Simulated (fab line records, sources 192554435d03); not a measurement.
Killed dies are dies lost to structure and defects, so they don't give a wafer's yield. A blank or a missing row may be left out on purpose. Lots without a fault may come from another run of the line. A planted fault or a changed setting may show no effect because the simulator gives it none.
fab line records | flow n5_finfet
record lots=24 wafers=72 last_day=17
route steps=1938 shown BEOL_M2@908 BEOL_M3@944
lots that met no fault: from a run of the same line without faults
start_h: hours from the record's first day to the start of the lot's first wafer shown | wait_h: hours since the lot's step before | " the same as in the row above | L1.1+2: a row that stands for several wafers | - no value, or no start given | * or withheld: withheld | < > ~ a bound
route shown NAME@n: a module of which the file shows steps, and the number in the route of the first | usual: mean/standard deviation of fault-free wafers | same: alike in all rows | chamber/n: place in a boat | sites: the reading at each site | _std_site: their standard deviation | _edge_site: outer sites' mean less inner sites' | radius_mm: how far each site lies from the wafer's centre | mask NAME#n: copy n | behind: the tool/chamber that last shaped the wafer | hold: why the lot was held/for how many hours/how that ended | device: the transistor (n, p or np) that didn't switch | end of line: the same wafers' tests at the end of the route | a step without rows: its recipe alone | killed: dies lost to structure and defects at the first sort, not the wafer's yield | map: a wafer's dies, x killed, . not, _ none there
set.NAME: the setting as run; set.NAME@STEP: as run at that earlier step | model.NAME: the simulator's own value behind a step, which no gauge read
steps of the route over a sample of lots; a table a step, a row a wafer
services: from which hour (start_h, from the record's first day; less than 0 if before it) a tool's chamber was out of use, for how many hours, and why
## steps
# step N5_BEOL_M2_SPUTTER_81
# recipe material=Cu target_thk_a=45 temp_c=-20 chamber_pressure_pa=0.07 power_w=withheld time_s=8.29
# usual susceptor_temp_C=-19.99/0.093 throttle_valve_pct=30.1/0.95
# columns lot.wafer tool chamber start_h wait_h susceptor_temp_C throttle_valve_pct
L074.1 pvd_sputter-01 - 138.88 0.1 -19.86 29.9
L074.2 " - " " -19.92 30.9
L074.3 " - " " -19.71 30.2
L075.3 pvd_sputter-03 - 142.07 0.1 -20.05 30.9
L075.4 " - " " -20.01 29.3
L075.5 " - " " -20.06 29.3
L076.1 pvd_sputter-02 - 150.48 0.1 -19.87 28.8
L076.2 " - " " -20.04 31.4
L076.6 " - " " -20.07 30.6
L077.1 pvd_sputter-02 - 156.54 0.1 -20.04 29.0
L077.2 " - " " -19.89 31.3
L077.6 " - " " -19.80 31.3
L078.3 pvd_sputter-03 - 161.73 0.1 -19.86 29.5
L078.4 " - " " -20.09 31.1
L078.5 " - " " -20.10 31.1
L079.1 pvd_sputter-01 - 167.18 0.1 -19.85 29.7
L079.2 " - " " -20.05 30.7
L079.6 " - " " -19.91 30.2
L080.2 pvd_sputter-02 - 170.31 0.1 -20.18 31.4
L080.3 " - " " -19.94 28.9
L080.4 " - " " -20.00 31.5
L081.4 pvd_sputter-02 - 184.30 0.1 -19.93 28.8
L081.5 " - " " -19.77 28.9
L081.6 " - " " -19.96 30.7
L082.2 pvd_sputter-02 - 188.28 0.1 -20.03 31.2
L082.4 " - " " -19.88 29.0
L082.6 " - " " -19.94 29.0
L083.2 pvd_sputter-01 - 199.07 0.1 -19.99 28.9
L083.3 " - " " -20.00 30.0
L083.4 " - " " -19.99 29.5
L084.1 pvd_sputter-02 - 199.75 0.1 -19.95 28.6
L084.3 " - " " -19.94 29.1
L084.5 " - " " -19.99 29.0
L085.4 pvd_sputter-01 - 202.65 0.1 -19.88 29.7
L085.5 " - " " -20.04 30.0
L085.6 " - " " -20.01 30.1
L086.3 pvd_sputter-02 - 204.65 0.1 -19.96 31.5
L086.4 " - " " -20.04 28.8
L086.5 " - " " -19.86 31.1
L087.1 pvd_sputter-01 - 218.55 0.1 -20.02 29.6
L087.2 " - " " -19.99 30.9
L087.3 " - " " -20.06 29.0
L088.1 pvd_sputter-01 - 222.41 0.1 -19.81 30.9
L088.2 " - " " -19.91 30.3
L088.6 " - " " -19.99 30.2
L089.1 pvd_sputter-01 - 230.53 0.1 -20.01 29.6
L089.4 " - " " -19.84 30.3
L089.6 " - " " -19.98 30.3
L090.1 pvd_sputter-01 - 235.23 0.1 -20.00 29.8
L090.3 " - " " -20.03 30.2
L090.4 " - " " -19.94 29.1
L091.2 pvd_sputter-02 - 238.27 0.1 -20.06 30.4
L091.4 " - " " -19.97 28.8
L091.5 " - " " -20.06 31.5
L092.2 pvd_sputter-03 - 247.59 0.1 -20.02 30.8
L092.3 " - " " -19.91 29.4
L092.6 " - " " -20.03 32.4
L093.1 pvd_sputter-02 - 250.37 0.1 -20.02 28.9
L093.5 " - " " -20.14 29.1
L093.6 " - " " -19.82 30.5
L094.1 pvd_sputter-02 - 257.63 0.1 -20.03 29.0
L094.3 " - " " -20.09 29.1
L094.4 " - " " -19.99 30.5
L095.1 pvd_sputter-03 - 260.49 0.1 -20.02 29.8
L095.4 " - " " -19.83 29.5
L095.5 " - " " -20.01 29.7
L096.3 pvd_sputter-02 - 272.28 0.1 -20.04 28.9
L096.5 " - " " -19.89 29.1
L096.6 " - " " -20.08 31.4
L097.1 pvd_sputter-01 - 275.07 0.1 -20.05 29.8
L097.4 " - " " -20.00 28.8
L097.5 " - " " -19.79 30.4
# step N5_BEOL_M2_SPUTTER_88
# recipe material=Cu target_thk_a=45 temp_c=-20 chamber_pressure_pa=0.07 power_w=withheld time_s=8.29
# usual susceptor_temp_C=-20.00/0.1 throttle_valve_pct=30.1/0.96
# columns lot.wafer tool chamber start_h wait_h susceptor_temp_C throttle_valve_pct
L074.1 pvd_sputter-01 - 139.32 0.1 -19.91 29.9
L074.2 " - " " -20.08 30.6
L074.3 " - " " -19.99 30.5
L075.3 pvd_sputter-03 - 142.51 0.1 -19.98 31.0
L075.4 " - " " -20.08 29.2
L075.5 " - " " -19.88 29.5
L076.1 pvd_sputter-02 - 150.92 0.1 -20.14 28.8
L076.2 " - " " -19.99 31.4
L076.6 " - " " -20.06 30.5
L077.1 pvd_sputter-02 - 156.98 0.1 -19.96 29.1
L077.2 " - " " -20.09 31.1
L077.6 " - " " -20.05 31.3
L078.3 pvd_sputter-03 - 162.17 0.1 -19.95 29.4
L078.4 " - " " -19.96 31.0
L078.5 " - " " -20.12 31.0
L079.1 pvd_sputter-01 - 167.62 0.1 -19.95 29.9
L079.2 " - " " -19.85 31.0
L079.6 " - " " -19.97 30.0
L080.2 pvd_sputter-02 - 170.75 0.1 -19.93 31.6
L080.3 " - " " -19.85 29.0
L080.4 " - " " -19.97 31.3
L081.4 pvd_sputter-02 - 184.74 0.1 -20.07 28.8
L081.5 " - " " -20.12 29.1
L081.6 " - " " -19.98 30.5
L082.2 pvd_sputter-02 - 188.72 0.1 -19.93 31.3
L082.4 " - " " -20.01 29.1
L082.6 " - " " -19.98 29.3
L083.2 pvd_sputter-01 - 199.51 0.1 -20.15 28.8
L083.3 " - " " -20.02 30.1
L083.4 " - " " -20.08 29.7
L084.1 pvd_sputter-02 - 200.19 0.1 -19.90 28.9
L084.3 " - " " -19.97 29.2
L084.5 " - " " -19.81 29.0
L085.4 pvd_sputter-01 - 203.09 0.1 -20.09 29.7
L085.5 " - " " -19.97 29.7
L085.6 " - " " -20.18 30.4
L086.3 pvd_sputter-02 - 205.09 0.1 -19.96 31.2
L086.4 " - " " -20.00 28.9
L086.5 " - " " -20.12 31.5
L087.1 pvd_sputter-01 - 218.99 0.1 -19.84 29.8
L087.2 " - " " -20.05 30.8
L087.3 " - " " -20.11 28.8
L088.1 pvd_sputter-01 - 222.85 0.1 -19.94 30.7
L088.2 " - " " -20.12 30.1
L088.6 " - " " -20.06 30.3
L089.1 pvd_sputter-01 - 230.97 0.1 -19.99 29.6
L089.4 " - " " -20.00 30.3
L089.6 " - " " -19.93 30.2
L090.1 pvd_sputter-01 - 235.67 0.1 -19.93 29.9
L090.3 " - " " -19.96 30.2
L090.4 " - " " -19.81 28.9
L091.2 pvd_sputter-02 - 238.71 0.1 -20.01 30.5
L091.4 " - " " -20.01 28.8
L091.5 " - " " -19.96 31.3
L092.2 pvd_sputter-03 - 248.03 0.1 -19.89 31.1
L092.3 " - " " -20.08 29.4
L092.6 " - " " -19.95 32.0
L093.1 pvd_sputter-02 - 250.81 0.1 -19.97 29.2
L093.5 " - " " -20.09 29.4
L093.6 " - " " -19.91 30.5
L094.1 pvd_sputter-02 - 258.07 0.1 -19.83 28.9
L094.3 " - " " -19.76 28.9
L094.4 " - " " -20.21 30.4
L095.1 pvd_sputter-03 - 260.93 0.1 -20.00 29.5
L095.4 " - " " -19.95 29.5
L095.5 " - " " -20.02 29.5
L096.3 pvd_sputter-02 - 272.72 0.1 -19.93 28.9
L096.5 " - " " -19.79 29.0
L096.6 " - " " -20.01 31.8
L097.1 pvd_sputter-01 - 275.51 0.1 -19.98 29.4
L097.4 " - " " -20.12 29.0
L097.5 " - " " -19.98 30.3
# step N5_BEOL_M2_PRE_CLEAN_60
# recipe gas=NH3/H2 time_s=15 temp_c=* rf_power_w=300
# usual heater_power_w=87/18 susceptor_temp_C=*
# columns lot.wafer tool chamber start_h wait_h heater_power_w susceptor_temp_C
L074.1 cvd_co-01 0 141.02 0.0 84 *
L074.2 " 1 " " 118 *
L074.3 " 2 " " 80 *
L075.3 cvd_co-01 1 144.22 0.0 121 *
L075.4 " 2 " " 80 *
L075.5 " 1 " " 121 *
L076.1 cvd_co-01 0 152.62 0.0 84 *
L076.2 " 1 " " 121 *
L076.6 " 1 " " 119 *
L077.1 cvd_co-01 1 158.70 0.0 117 *
L077.2 " 2 " " 80 *
L077.6 " 2 " " 81 *
L078.3 cvd_co-01 1 163.89 0.0 122 *
L078.4 " 0 " " 84 *
L078.5 " 1 " " 120 *
L079.1 cvd_co-01 1 169.33 0.0 119 *
L079.2 " 2 " " 80 *
L079.6 " 1 " " 120 *
L080.2 cvd_co-02 0 172.48 0.1 74 *
L080.3 " 2 " " 89 *
L080.4 " 2 " " 89 *
L081.4 cvd_co-01 1 186.47 0.1 120 *
L081.5 " 2 " " 81 *
L081.6 " 0 " " 87 *
L082.2 cvd_co-02 2 190.47 0.0 90 *
L082.4 " 2 " " 87 *
L082.6 " 0 " " 74 *
L083.2 cvd_co-02 1 201.21 0.0 64 *
L083.3 " 2 " " 88 *
L083.4 " 0 " " 75 *
L084.1 cvd_co-01 1 201.99 0.1 117 *
L084.3 " 1 " " 121 *
L084.5 " 0 " " 85 *
L085.4 cvd_co-01 0 205.26 0.3 86 *
L085.5 " 1 " " 119 *
L085.6 " 0 " " 84 *
L086.3 cvd_co-01 0 206.98 0.0 86 *
L086.4 " 0 " " 85 *
L086.5 " 2 " " 80 *
L087.1 cvd_co-02 1 220.73 0.0 66 *
L087.2 " 0 " " 74 *
L087.3 " 2 " " 89 *
L088.1 cvd_co-02 2 224.70 0.2 87 *
L088.2 " 1 " " 63 *
L088.6 " 1 " " 67 *
L089.1 cvd_co-02 0 232.67 0.0 74 *
L089.4 " 1 " " 65 *
L089.6 " 0 " " 74 *
L090.1 cvd_co-01 0 237.41 0.1 85 *
L090.3 " 1 " " 119 *
L090.4 " 2 " " 83 *
L091.2 cvd_co-02 2 240.41 0.0 88 *
L091.4 " 2 " " 89 *
L091.5 " 0 " " 76 *
L092.2 cvd_co-02 0 249.73 0.0 74 *
L092.3 " 1 " " 65 *
L092.6 " 2 " " 87 *
L093.1 cvd_co-01 0 252.51 0.0 89 *
L093.5 " 1 " " 119 *
L093.6 " 0 " " 88 *
L094.1 cvd_co-02 1 259.78 0.0 66 *
L094.3 " 2 " " 90 *
L094.4 " 0 " " 75 *
L095.1 cvd_co-01 0 262.88 0.1 86 *
L095.4 " 0 " " 85 *
L095.5 " 2 " " 82 *
L096.3 cvd_co-02 1 274.61 0.2 66 *
L096.5 " 0 " " 75 *
L096.6 " 1 " " 68 *
L097.1 cvd_co-02 2 277.21 0.0 91 *
L097.4 " 2 " " 90 *
L097.5 " 1 " " 67 *
# step N5_BEOL_M2_INSPECT_59
# recipe inspect_instrument=darkfield mode=post_dep
# usual raw_defect_count=70/22
# columns lot.wafer tool chamber start_h wait_h raw_defect_count
L074.1 defect_inspect-01 - 141.27 0.0 68
L074.2 " - " " 71
L074.3 " - " " 61
L075.3 defect_inspect-01 - 144.50 0.0 79
L075.4 " - " " 67
L075.5 " - " " 58
L076.1 defect_inspect-02 - 152.87 0.0 58
L076.2 " - " " 72
L076.6 " - " " 54
L077.1 defect_inspect-01 - 158.99 0.0 113
L077.2 " - " " 59
L077.6 " - " " 92
L078.3 defect_inspect-02 - 164.14 0.0 138
L078.4 " - " " 69
L078.5 " - " " 65
L079.1 defect_inspect-01 - 169.57 0.0 34
L079.2 " - " " 34
L079.6 " - " " 56
L080.2 defect_inspect-02 - 172.73 0.0 105
L080.3 " - " " 64
L080.4 " - " " 59
L081.4 defect_inspect-01 - 186.71 0.0 54
L081.5 " - " " 47
L081.6 " - " " 69
L082.2 defect_inspect-02 - 190.72 0.0 62
L082.4 " - " " 66
L082.6 " - " " 91
L083.2 defect_inspect-02 - 201.46 0.0 55
L083.3 " - " " 87
L083.4 " - " " 42
L084.1 defect_inspect-01 - 202.29 0.0 59
L084.3 " - " " 69
L084.5 " - " " 54
L085.4 defect_inspect-01 - 205.54 0.0 73
L085.5 " - " " 83
L085.6 " - " " 47
L086.3 defect_inspect-01 - 207.23 0.0 80
L086.4 " - " " 76
L086.5 " - " " 83
L087.1 defect_inspect-02 - 220.98 0.0 71
L087.2 " - " " 63
L087.3 " - " " 72
L088.1 defect_inspect-01 - 224.98 0.0 84
L088.2 " - " " 90
L088.6 " - " " 140
L089.1 defect_inspect-01 - 232.92 0.0 85
L089.4 " - " " 87
L089.6 " - " " 114
L090.1 defect_inspect-02 - 237.66 0.0 41
L090.3 " - " " 60
L090.4 " - " " 48
L091.2 defect_inspect-02 - 240.68 0.0 104
L091.4 " - " " 79
L091.5 " - " " 110
L092.2 defect_inspect-02 - 249.98 0.0 78
L092.3 " - " " 52
L092.6 " - " " 72
L093.1 defect_inspect-02 - 252.79 0.0 41
L093.5 " - " " 76
L093.6 " - " " 40
L094.1 defect_inspect-01 - 260.03 0.0 82
L094.3 " - " " 79
L094.4 " - " " 74
L095.1 defect_inspect-01 - 263.13 0.0 66
L095.4 " - " " 40
L095.5 " - " " 37
L096.3 defect_inspect-02 - 274.86 0.0 46
L096.5 " - " " 89
L096.6 " - " " 46
L097.1 defect_inspect-02 - 277.46 0.0 61
L097.4 " - " " 85
L097.5 " - " " 67
# step N5_BEOL_M3_CD_MEAS_11
# recipe target_cd_nm=17.05 landing_energy_ev=500 detector=se_inlens polarity=opening
# usual cd_nm=17.09/0.24
# columns lot.wafer tool chamber start_h wait_h cd_nm
L074.1 cd_sem-02 0 141.94 - 17.04
L074.2 " 0 " " 17.18
L074.3 " 0 " " 17.16
L075.3 cd_sem-01 0 145.21 - 17.10
L075.4 " 0 " " 17.12
L075.5 " 0 " " 17.26
L076.1 cd_sem-01 0 154.57 - 17.34
L076.2 " 0 " " 16.85
L076.6 " 0 " " 17.25
L077.1 cd_sem-03 0 159.93 - 17.13
L077.2 " 0 " " 17.45
L077.6 " 0 " " 16.81
L078.3 cd_sem-01 0 165.93 - 17.31
L078.4 " 0 " " 16.68
L078.5 " 0 " " 16.87
L079.1 cd_sem-03 0 172.03 - 17.35
L079.2 " 0 " " 17.60
L079.6 " 0 " " 17.29
L080.2 cd_sem-01 0 175.05 - 17.20
L080.3 " 0 " " 16.92
L080.4 " 0 " " 17.19
L081.4 cd_sem-01 0 187.80 - 17.20
L081.5 " 0 " " 17.27
L081.6 " 0 " " 16.71
L082.2 cd_sem-02 0 191.51 - 17.43
L082.4 " 0 " " 17.29
L082.6 " 0 " " 17.25
L083.2 cd_sem-01 0 203.63 - 17.30
L083.3 " 0 " " 17.25
L083.4 " 0 " " 17.38
L084.1 cd_sem-01 0 204.03 - 17.20
L084.3 " 0 " " 17.39
L084.5 " 0 " " 17.49
L085.4 cd_sem-02 0 206.45 - 16.87
L085.5 " 0 " " 16.88
L085.6 " 0 " " 17.16
L086.3 cd_sem-01 0 209.13 - 16.77
L086.4 " 0 " " 16.72
L086.5 " 0 " " 16.86
L087.1 cd_sem-01 0 221.86 - 17.30
L087.2 " 0 " " 17.05
L087.3 " 0 " " 17.14
L088.1 cd_sem-01 0 227.34 - 17.55
L088.2 " 0 " " 16.79
L088.6 " 0 " " 16.99
L089.1 cd_sem-02 0 233.92 - 16.57
L089.4 " 0 " " 16.90
L089.6 " 0 " " 16.79
L090.1 cd_sem-03 0 239.23 - 16.80
L090.3 " 0 " " 16.98
L090.4 " 0 " " 17.35
L091.2 cd_sem-03 0 241.42 - 16.76
L091.4 " 0 " " 17.08
L091.5 " 0 " " 17.22
L092.2 cd_sem-01 0 251.02 - 17.27
L092.3 " 0 " " 17.47
L092.6 " 0 " " 17.14
L093.1 cd_sem-03 0 253.41 - 16.81
L093.5 " 0 " " 17.09
L093.6 " 0 " " 16.61
L094.1 cd_sem-03 0 261.01 - 16.95
L094.3 " 0 " " 17.21
L094.4 " 0 " " 17.39
L095.1 cd_sem-03 0 265.53 - 17.13
L095.4 " 0 " " 17.29
L095.5 " 0 " " 16.46
L096.3 cd_sem-01 0 275.46 - 17.25
L096.5 " 0 " " 17.16
L096.6 " 0 " " 17.58
L097.1 cd_sem-03 0 278.54 - 17.35
L097.4 " 0 " " 16.99
L097.5 " 0 " " 17.39
# step N5_BEOL_M3_STRIP_66
# recipe chemistry=CF4 resist=SiARC power_w=300 bias_power_w=75 pressure_mtorr=50 cf4_flow_sccm=150 rf_frequency_hz=6e+07
# usual bias_power_w=75.01/0.23 drypump_motor_current_A=5.9/0.33 oes_product_au=0.74/0.047 rf_vpp_V=270.9/1.6 showerhead_plenum_p_Torr=1.78/0.057 throttle_valve_pct=13.73/0.13
# columns lot.wafer tool chamber start_h wait_h bias_power_w drypump_motor_current_A oes_product_au rf_hours_counter_h rf_vpp_V showerhead_plenum_p_Torr throttle_valve_pct
L074.1 rie_diel-04 1 142.27 0.0 74.81 5.9 0.70 211 270.6 1.85 13.61
L074.2 " 3 " " 74.63 5.6 0.77 140 273.2 1.87 13.59
L074.3 " 2 " " 74.49 5.7 0.75 158 271.8 1.80 13.68
L075.3 rie_diel-06 2 145.54 0.0 75.26 5.7 0.75 158 269.6 1.73 13.70
L075.4 " 3 " " 75.02 5.9 0.74 155 269.4 1.73 13.68
L075.5 " 2 " " 75.26 5.7 0.75 - 269.6 1.73 13.69
L076.1 rie_diel-04 1 154.90 0.0 75.38 5.9 0.70 215 270.7 1.85 13.62
L076.2 " 3 " " 74.98 5.6 0.75 144 272.6 1.87 13.62
L076.6 " 3 " " 74.71 5.6 0.76 - 273.5 1.87 13.62
L077.1 rie_diel-06 2 160.26 0.0 75.13 5.6 0.76 161 271.3 1.73 13.72
L077.2 " 1 " " 75.33 6.5 0.77 157 271.4 1.79 13.73
L077.6 " 3 " " 75.08 5.9 0.74 - 268.7 1.73 13.72
L078.3 rie_diel-04 2 166.27 0.0 74.90 5.6 0.75 163 270.0 1.80 13.69
L078.4 " 0 " " 75.13 6.4 0.72 212 270.3 1.79 14.01
L078.5 " 1 " " 75.02 5.9 0.70 - 272.3 1.85 13.64
L079.1 rie_diel-02 0 172.37 0.0 74.90 5.5 0.93 7 272.0 1.83 13.43
L079.2 " 3 " " 75.15 6.3 0.74 128 271.5 1.80 13.58
L079.6 " 1 " " 74.90 5.5 0.79 - 274.2 1.88 13.65
L080.2 rie_diel-06 2 175.38 0.0 74.78 5.7 0.75 167 268.8 1.73 13.71
L080.3 " 1 " " 75.39 6.5 0.78 160 270.0 1.79 13.73
L080.4 " 3 " " 75.46 5.9 0.74 165 268.8 1.72 13.71
L081.4 rie_diel-04 0 188.13 0.0 75.39 6.4 0.72 218 270.5 1.79 14.01
L081.5 " 2 " " 75.01 5.7 0.73 - 271.3 1.80 13.70
L081.6 " 3 " " 75.23 5.6 0.76 - 274.7 1.87 13.64
L082.2 rie_diel-02 0 191.85 0.0 75.14 5.5 0.91 13 270.9 1.83 13.43
L082.4 " 3 " " 75.29 6.3 0.74 133 272.0 1.80 13.60
L082.6 " 2 " " 74.80 5.9 0.72 - 269.2 1.71 13.58
L083.2 rie_diel-02 2 203.95 0.0 74.94 5.9 0.71 183 269.6 1.71 13.58
L083.3 " 0 " " 74.95 5.5 0.90 16 271.5 1.83 13.45
L083.4 " 1 " " 74.99 5.4 0.78 104 274.0 1.88 13.70
L084.1 rie_diel-06 2 204.53 0.0 74.94 5.7 0.74 176 268.9 1.73 13.72
L084.3 " 1 " " 74.74 6.5 0.76 169 272.4 1.79 13.76
L084.5 " 3 " " 75.19 6.0 0.72 - 269.5 1.72 13.72
L085.4 rie_diel-02 2 206.78 0.0 74.75 5.9 0.71 184 268.8 1.71 13.61
L085.5 " 1 " " 74.79 5.5 0.79 - 273.8 1.88 13.68
L085.6 " 0 " " 75.18 5.5 0.91 - 271.7 1.83 13.44
L086.3 rie_diel-04 2 209.46 0.0 75.27 5.7 0.73 175 270.5 1.80 13.71
L086.4 " 0 " " 74.94 6.4 0.72 225 271.3 1.79 14.01
L086.5 " 2 " " 75.23 5.7 0.73 - 272.0 1.80 13.70
L087.1 rie_diel-04 0 222.32 0.0 75.14 6.4 0.71 229 269.9 1.78 14.03
L087.2 " 1 " " 74.83 5.9 0.68 236 272.9 1.84 13.67
L087.3 " 3 " " 75.35 5.6 0.74 165 273.5 1.87 13.66
L088.1 rie_diel-04 0 227.67 0.0 74.88 6.4 0.70 230 270.6 1.78 14.04
L088.2 " 1 " " 74.92 5.9 0.68 238 272.4 1.84 13.65
L088.6 " 2 " " 74.77 5.7 0.73 - 271.0 1.80 13.71
L089.1 rie_diel-06 3 234.25 0.0 74.71 5.9 0.72 183 269.5 1.72 13.76
L089.4 " 2 " " 74.99 5.7 0.73 186 269.0 1.72 13.77
L089.6 " 2 " " 74.88 5.7 0.74 - 269.5 1.72 13.75
L090.1 rie_diel-06 3 239.65 0.0 75.33 5.9 0.72 185 269.5 1.72 13.75
L090.3 " 0 " " 75.06 5.7 0.70 212 267.9 1.71 13.88
L090.4 " 1 " " 75.06 6.5 0.75 181 270.2 1.79 13.79
L091.2 rie_diel-04 2 241.75 0.0 74.65 5.6 0.73 185 271.4 1.79 13.74
L091.4 " 1 " " 74.79 6.0 0.68 242 271.6 1.84 13.66
L091.5 " 0 " " 74.98 6.4 0.71 - 270.1 1.78 14.05
L092.2 rie_diel-06 3 251.35 0.0 75.02 5.9 0.72 189 269.7 1.72 13.77
L092.3 " 1 " " 75.21 6.5 0.74 185 271.4 1.78 13.79
L092.6 " 0 " " 75.13 5.7 0.70 - 271.3 1.71 13.88
L093.1 rie_diel-04 0 253.74 0.0 74.86 6.4 0.70 239 270.6 1.78 14.05
L093.5 " 3 " " 74.68 5.6 0.74 - 272.8 1.86 13.68
L093.6 " 0 " " 74.93 6.4 0.70 - 271.8 1.78 14.06
L094.1 rie_diel-06 3 261.34 0.0 75.30 5.9 0.71 191 268.8 1.72 13.78
L094.3 " 2 " " 75.01 5.7 0.73 194 269.0 1.72 13.78
L094.4 " 1 " " 74.98 6.5 0.74 188 271.1 1.78 13.80
L095.1 rie_diel-06 1 265.86 0.0 74.84 6.5 0.74 189 271.4 1.78 13.79
L095.4 " 0 " " 74.63 5.7 0.69 220 267.7 1.71 13.89
L095.5 " 1 " " 74.66 6.5 0.74 - 272.6 1.78 13.80
L096.3 rie_diel-06 0 275.78 0.0 75.26 5.7 0.69 222 270.0 1.71 13.91
L096.5 " 0 " " 75.07 5.7 0.69 - 269.0 1.71 13.90
L096.6 " 1 " " 75.03 6.5 0.74 - 270.4 1.78 13.82
L097.1 rie_diel-02 0 278.86 0.0 74.76 5.5 0.87 35 270.4 1.82 13.51
L097.4 " 3 " " 75.14 6.3 0.73 160 270.8 1.79 13.63
L097.5 " 3 " " 75.09 6.3 0.72 - 270.9 1.79 13.64
## services
# columns tool chamber start_h hours kind
rie_diel-04 3 115.30 13.6 repair
pvd_sputter-03 - 117.40 3.3 repair
rie_diel-06 2 120.20 5.5 repair
rie_diel-02 0 122.76 - clean
rie_diel-02 0 122.76 - consumable_replace:focus_ring
rie_diel-02 0 122.76 24.5 scheduled_down
rie_diel-02 0 122.76 24.5 vent_cycle
rie_diel-06 1 165.38 5.3 repair
cvd_co-01 2 189.50 16.4 repair
rie_diel-06 2 214.67 1.5 repair
rie_diel-02 0 223.75 14.0 repair
rie_diel-06 3 272.28 4.0 repair
rie_diel-04 1 275.06 - clean
rie_diel-04 1 275.06 - consumable_replace:focus_ring
rie_diel-04 1 275.06 19.7 scheduled_down
rie_diel-04 1 275.06 19.7 vent_cycle
## key
fault none
